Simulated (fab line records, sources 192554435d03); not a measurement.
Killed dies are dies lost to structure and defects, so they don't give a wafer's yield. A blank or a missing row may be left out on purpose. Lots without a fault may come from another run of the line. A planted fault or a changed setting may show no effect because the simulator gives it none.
Which tool did it? | flow n5_finfet | 9 lots, 27 wafers sampled, at 5 steps of a route of 1938

WHAT THE GAUGES READ, wafer by wafer
N5_DUMMY_GATE_CD_MEAS_24: target cd 15 nm. Usual: cd_nm 15.07 nm, standard deviation 0.29.
lot  | measured    | on        | cd_nm (nm)        | flag
L363 | day 3 23:40 | cd_sem-03 | 15.02 15.01 14.88 |
L364 | day 4 06:15 | cd_sem-03 | 14.47 14.92 14.81 |
L365 | day 4 11:01 | cd_sem-03 | 15.06 15.54 15.14 |
L371 | day 6 05:47 | cd_sem-03 | 14.57 15.25 14.76 |
L378 | day 7 16:55 | cd_sem-01 | 15.11 15.26 15.24 |
L379 | day 8 00:21 | cd_sem-02 | 15.13 15.12 14.64 |
L380 | day 8 07:25 | cd_sem-01 | 15.55 15.15 15.17 |
L381 | day 8 11:01 | cd_sem-02 | 15.50 15.42 15.26 |
L382 | day 8 18:16 | cd_sem-02 | 15.21 14.92 14.84 |

N5_BEOL_M4_RC_MEAS_101. Usual: DIBL_N 36.0 mV/V, standard deviation 1.4; DIBL_P 36.1 mV/V, standard deviation 1.4; IOFF_N 0.153 nA/um, standard deviation 0.02; IOFF_P 0.211 nA/um, standard deviation 0.026; ION_N 673 uA/um, standard deviation 8.7; ION_P 463 uA/um, standard deviation 6.7; SS_N 71.5 mV/dec, standard deviation 0.5; SS_P 73.3 mV/dec, standard deviation 0.54; VT_N 250.1 mV, standard deviation 2.4; VT_P -250.2 mV, standard deviation 2.9.
lot  | measured     | on        | DIBL_N (mV/V)  | DIBL_P (mV/V)  | IOFF_N (nA/um)    | IOFF_P (nA/um)    | ION_N (uA/um) | ION_P (uA/um) | SS_N (mV/dec)  | SS_P (mV/dec)  | VT_N (mV)         | VT_P (mV)            | flag
L363 | day 9 10:25  | prober-02 | 34.5 35.5 37.4 | 35.0 37.0 38.7 | 0.131 0.153 0.186 | 0.171 0.189 0.217 | 666 674 685   | 456 463 463   | 71.5 70.8 71.4 | 72.7 74.1 73.5 | 252.6 249.2 247.3 | -254.4 -252.9 -250.4 |
L364 | day 9 21:12  | prober-02 | 39.5 38.2 39.3 | 39.0 37.3 38.9 | 0.195 0.171 0.192 | 0.247 0.214 0.249 | 684 676 687   | 470 467 472   | 71.6 71.2 71.3 | 74.6 73.8 74.3 | 245.6 248.8 249.0 | -248.0 -250.4 -251.1 |
L365 | day 10 01:04 | prober-01 | 36.3 34.7 35.5 | 36.8 34.4 34.8 | 0.155 0.123 0.134 | 0.217 0.196 0.189 | 672 658 662   | 462 461 455   | 71.3 70.6 71.8 | 73.6 72.6 72.5 | 253.1 253.3 253.9 | -250.0 -252.3 -252.3 |
L371 | day 12 08:43 | prober-02 | 38.4 35.7 36.0 | 39.0 35.6 36.5 | 0.212 0.159 0.156 | 0.271 0.207 0.224 | 686 677 678   | 470 466 462   | 73.1 71.9 71.1 | 74.2 72.5 73.5 | 245.6 247.4 248.3 | -246.8 -251.6 -248.4 |
L378 | day 13 13:52 | prober-01 | 35.8 36.2 35.2 | 35.7 34.8 34.3 | 0.150 0.147 0.133 | 0.221 0.208 0.194 | 679 670 660   | 477 462 463   | 71.8 71.2 71.2 | 73.2 73.2 72.6 | 247.9 248.4 251.4 | -248.5 -249.6 -251.8 |
L379 | day 13 11:46 | prober-01 | 36.4 35.9 36.6 | 37.7 36.6 37.7 | 0.149 0.147 0.155 | 0.211 0.201 0.210 | 674 670 676   | 466 463 465   | 71.7 72.0 71.9 | 73.7 72.8 73.6 | 251.9 250.3 248.7 | -251.6 -251.4 -251.9 |
L380 | day 15 11:11 | prober-02 | 34.5 33.6 34.5 | 36.3 33.6 35.7 | 0.150 0.121 0.142 | 0.208 0.162 0.187 | 664 659 665   | 459 449 454   | 70.8 70.5 70.2 | 73.9 73.1 72.9 | 246.7 250.9 249.3 | -250.5 -253.8 -254.0 |
L381 | day 13 19:11 | prober-01 | 35.5 35.1 36.6 | 34.3 34.3 35.9 | 0.139 0.139 0.153 | 0.185 0.189 0.216 | 659 669 662   | 456 459 462   | 71.2 71.4 71.1 | 72.3 72.9 72.4 | 250.1 253.1 252.1 | -250.4 -250.0 -251.4 |
L382 | day 14 15:33 | prober-01 | 34.3 33.8 34.8 | 36.0 35.2 36.4 | 0.141 0.135 0.147 | 0.198 0.188 0.205 | 673 665 668   | 466 460 463   | 71.7 71.2 71.6 | 73.2 73.0 73.7 | 251.4 251.8 250.1 | -252.4 -251.7 -252.6 |

WHICH TOOL RAN EACH LOT (tool, then ch and the chambers of the sampled wafers, then the start)
lot  | N5_DUMMY_GATE_ETCH_36             | N5_DUMMY_GATE_ETCH_42             | N5_DUMMY_GATE_STRIP_48
L363 | rie_diel-02 ch 1,2,3, day 3 22:50 | rie_diel-06 ch 2,3, day 3 23:43   | rie_diel-06 ch 2,3, day 3 23:46
L364 | rie_diel-06 ch 1,2,3, day 4 05:29 | rie_diel-02 ch 0,2, day 4 06:17   | rie_diel-02 ch 0,2, day 4 06:20
L365 | rie_diel-03 ch 0,1,2, day 4 09:58 | rie_diel-06 ch 1,2,3, day 4 11:05 | rie_diel-06 ch 1,2,3, day 4 11:08
L371 | rie_diel-06 ch 0,1,3, day 6 05:01 | rie_diel-02 ch 0,1,3, day 6 05:52 | rie_diel-02 ch 0,1,3, day 6 05:55
L378 | rie_diel-06 ch 2,3, day 7 16:07   | rie_diel-06 ch 0,1,2, day 7 16:58 | rie_diel-06 ch 0,1,2, day 7 17:01
L379 | rie_diel-03 ch 0,1,2, day 7 23:25 | rie_diel-03 ch 1,2, day 8 00:23   | rie_diel-03 ch 1,2, day 8 00:26
L380 | rie_diel-02 ch 0,1, day 8 06:38   | rie_diel-06 ch 2,3, day 8 07:27   | rie_diel-06 ch 2,3, day 8 07:30
L381 | rie_diel-06 ch 1,2, day 8 10:15   | rie_diel-02 ch 1,3, day 8 11:04   | rie_diel-02 ch 1,3, day 8 11:07
L382 | rie_diel-02 ch 1,2,3, day 8 17:29 | rie_diel-06 ch 0,3, day 8 18:21   | rie_diel-06 ch 0,3, day 8 18:24
- N5_DUMMY_GATE_ETCH_36: etches SiARC in CF4, target depth 13 nm.
- N5_DUMMY_GATE_ETCH_42: etches SiO2 in CHF3/O2, target depth 3.5 nm, time 31 s.
- N5_DUMMY_GATE_STRIP_48: strips in N2/H2, time 20 s.

WHAT THE TOOLS THEMSELVES READ (means of the sampled wafers that have a number; where no wafer has one, the mark that the record gives instead)
N5_DUMMY_GATE_ETCH_36. Usual: drypump_motor_current_A 5.6 A, standard deviation 0.45; oes_product_au 0.80 a.u., standard deviation 0.099; rf_vpp_V 184.1 V, standard deviation 1.4; showerhead_plenum_p_Torr 2.15 Torr, standard deviation 0.093; throttle_valve_pct 15.54 %, standard deviation 0.24.
lot  | tool        | drypump_motor_current_A (A) | oes_product_au (a.u.) | rf_vpp_V (V) | showerhead_plenum_p_Torr (Torr) | throttle_valve_pct (%) | flag
L363 | rie_diel-02 | 5.5                         | 0.76                  | 184.4        | 2.20                            | 15.48                  |
L364 | rie_diel-06 | 5.6                         | 0.83                  | 184.9        | 2.10                            | 15.49                  |
L365 | rie_diel-03 | 5.8                         | 0.83                  | 185.0        | 2.19                            | 15.60                  |
L371 | rie_diel-06 | 5.5                         | 0.87                  | 184.0        | 2.14                            | 15.51                  |
L378 | rie_diel-06 | 5.9                         | 0.83                  | 183.4        | 2.08                            | 15.40                  |
L379 | rie_diel-03 | 5.8                         | 0.79                  | 184.9        | 2.18                            | 15.65                  |
L380 | rie_diel-02 | 5.0                         | 0.69                  | 183.8        | 2.20                            | 15.79                  |
L381 | rie_diel-06 | 5.8                         | 0.76                  | 181.6        | 2.00                            | 15.65                  |
L382 | rie_diel-02 | 5.6                         | 0.72                  | 184.0        | 2.19                            | 15.55                  |

N5_DUMMY_GATE_ETCH_42. Usual: drypump_motor_current_A 5.6 A, standard deviation 0.47; oes_product_au 0.81 a.u., standard deviation 0.094; rf_vpp_V 42.5 V, standard deviation 0.93; showerhead_plenum_p_Torr 2.41 Torr, standard deviation 0.11; throttle_valve_pct 18.70 %, standard deviation 0.23.
lot  | tool        | drypump_motor_current_A (A) | oes_product_au (a.u.) | rf_vpp_V (V) | showerhead_plenum_p_Torr (Torr) | throttle_valve_pct (%) | flag
L363 | rie_diel-06 | 5.7                         | 1.01                  | 42.7         | 2.46                            | 18.44                  |
L364 | rie_diel-02 | 5.0                         | 0.72                  | 41.5         | 2.49                            | 18.86                  |
L365 | rie_diel-06 | 5.6                         | 1.01                  | 41.8         | 2.37                            | 18.67                  |
L371 | rie_diel-02 | 5.2                         | 0.72                  | 42.5         | 2.46                            | 18.78                  |
L378 | rie_diel-06 | 5.7                         | 0.81                  | 43.0         | 2.29                            | 18.83                  |
L379 | rie_diel-03 | 5.8                         | 0.85                  | 42.1         | 2.46                            | 18.81                  |
L380 | rie_diel-06 | 5.7                         | 0.86                  | 42.7         | 2.45                            | 18.49                  |
L381 | rie_diel-02 | 5.6                         | 0.73                  | 43.6         | 2.43                            | 18.64                  |
L382 | rie_diel-06 | 5.7                         | 0.91                  | 42.5         | 2.43                            | 18.64                  |

N5_DUMMY_GATE_STRIP_48. Usual: drypump_motor_current_A 5.6 A, standard deviation 0.46; oes_product_au 0.81 a.u., standard deviation 0.094; rf_vpp_V 45.3 V, standard deviation 0.87; showerhead_plenum_p_Torr 3.37 Torr, standard deviation 0.15; throttle_valve_pct 12.11 %, standard deviation 0.26.
lot  | tool        | drypump_motor_current_A (A) | oes_product_au (a.u.) | rf_vpp_V (V) | showerhead_plenum_p_Torr (Torr) | throttle_valve_pct (%) | flag
L363 | rie_diel-06 | 5.7                         | 0.91                  | 46.4         | 3.44                            | 11.80                  |
L364 | rie_diel-02 | 5.0                         | 0.72                  | 45.5         | 3.49                            | 12.29                  |
L365 | rie_diel-06 | 5.6                         | 0.83                  | 45.7         | 3.31                            | 12.07                  |
L371 | rie_diel-02 | 5.2                         | 0.72                  | 45.6         | 3.45                            | 12.25                  |
L378 | rie_diel-06 | 5.7                         | 0.82                  | 45.4         | 3.21                            | 12.22                  |
L379 | rie_diel-03 | 5.8                         | 0.85                  | 44.8         | 3.45                            | 12.17                  |
L380 | rie_diel-06 | 5.7                         | 0.86                  | 45.8         | 3.42                            | 11.89                  |
L381 | rie_diel-02 | 5.6                         | 0.73                  | 45.7         | 3.42                            | 12.14                  |
L382 | rie_diel-06 | 5.7                         | 0.90                  | 45.3         | 3.38                            | 11.90                  |

THE ANSWER, worked out from the rows above alone
Rule: a lot is off if the mean of its wafers that have a number lies more than 3 standard deviations from the usual mean. A lot without any number at a reading at which 4 lots or more have one is off too. The other lots that the step has rows for count as sound. The gauges are gone through in route order, then the tools' own readings, and for those a lot's mean is taken as printed above. The first step at which some lot is off is used, and at that step the reading that is off furthest; a lot without a number counts as furthest.
No lot is off at any reading shown: from this, nothing can be told.

WHAT THE SIMULATOR HAD PUT IN
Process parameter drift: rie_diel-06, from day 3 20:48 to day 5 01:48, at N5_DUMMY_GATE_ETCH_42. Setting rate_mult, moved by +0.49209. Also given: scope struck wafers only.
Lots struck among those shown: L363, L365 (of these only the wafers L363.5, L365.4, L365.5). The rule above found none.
